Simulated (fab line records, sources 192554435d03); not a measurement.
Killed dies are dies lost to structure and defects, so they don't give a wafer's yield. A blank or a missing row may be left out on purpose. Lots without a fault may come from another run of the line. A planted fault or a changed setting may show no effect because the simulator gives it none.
Chamber matching | flow n5_finfet | N5_BEOL_M3_ETCH_63 on rie_diel-05: 4 sister chambers
The step etches SiARC in CF4, target depth 15.6 nm, time 26 s. 16 wafers are shown with their chamber, then 8 later ones without.

WAFERS WITH THEIR CHAMBER
wafer  | chamber | drypump_motor_current_A (A) | etch_rf_on_time_s (s) | throttle_valve_pct (%)
L078.1 | 3       | 5.0                         | 25.2                  | 15.39
L078.2 | 2       | 5.7                         | 26.0                  | 15.48
L078.4 | 0       | 5.5                         | 25.8                  | 15.06
L080.1 | 0       | 5.5                         | 25.5                  | 15.07
L080.5 | 3       | 5.0                         | 25.3                  | 15.39
L080.6 | 0       | 5.5                         | 25.9                  | 15.07
L083.1 | 1       | 5.8                         | 27.8                  | 15.59
L083.2 | 0       | 5.5                         | 25.9                  | 15.09
L083.5 | 2       | 5.7                         | 26.3                  | 15.50
L087.3 | 2       | 5.7                         | 26.6                  | 15.50
L087.4 | 0       | 5.6                         | 26.2                  | 15.09
L087.6 | 3       | 5.0                         | 25.2                  | 14.91
L089.4 | 3       | 5.0                         | 25.3                  | 14.92
L089.5 | 2       | 5.7                         | 26.5                  | 15.53
L089.6 | 0       | 5.5                         | 26.3                  | 15.11
L091.1 | 1       | 5.8                         | 26.7                  | 15.11

SIGNATURES (means of the wafers above)
reading                 | chamber 0 | chamber 1 | chamber 2 | chamber 3 | scatter within a chamber
drypump_motor_current_A | 5.517     | 5.800     | 5.700     | 5.000     | 0.0264
etch_rf_on_time_s       | 25.933    | 27.250    | 26.350    | 25.250    | 0.321
throttle_valve_pct      | 15.0817   | 15.3500   | 15.5025   | 15.1525   | 0.169
Rule: a wafer's distance from a chamber is the root of the sum, over the readings, of the square of ((its reading less the chamber's mean) divided by the reading's scatter). The wafer belongs to the nearest chamber; if the next one is less than 2 further off, it can't be placed. The scatter: the root of (the sum of the squares of (reading less its chamber's mean) over the shown wafers, divided by (wafers less chambers)).

WAFERS WITHOUT THEIR CHAMBER
wafer  | drypump_motor_current_A (A) | etch_rf_on_time_s (s) | throttle_valve_pct (%)
L091.4 | 5.5                         | 25.8                  | 15.13
L091.5 | 5.8                         | 26.4                  | 15.08
L094.1 | 5.0                         | 25.0                  | 14.94
L094.2 | 5.5                         | 26.1                  | 15.13
L094.6 | 5.0                         | 25.1                  | 14.91
L096.1 | 5.7                         | 25.7                  | 15.04
L096.2 | 5.5                         | 26.2                  | 15.13
L096.6 | 5.5                         | 26.2                  | 15.14

WHICH CHAMBER EACH WENT THROUGH
wafer  | from the rows above     | in truth
L091.4 | 0                       | 0
L091.5 | can't be placed: 1 or 2 | 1
L094.1 | 3                       | 3
L094.2 | 0                       | 0
L094.6 | 3                       | 3
L096.1 | 2                       | 2
L096.2 | 0                       | 0
L096.6 | 0                       | 0
Placed correctly: 7 of 8. Can't be placed from these rows: 1 (the true chamber is among the candidates in 1). Placed wrongly: 0.
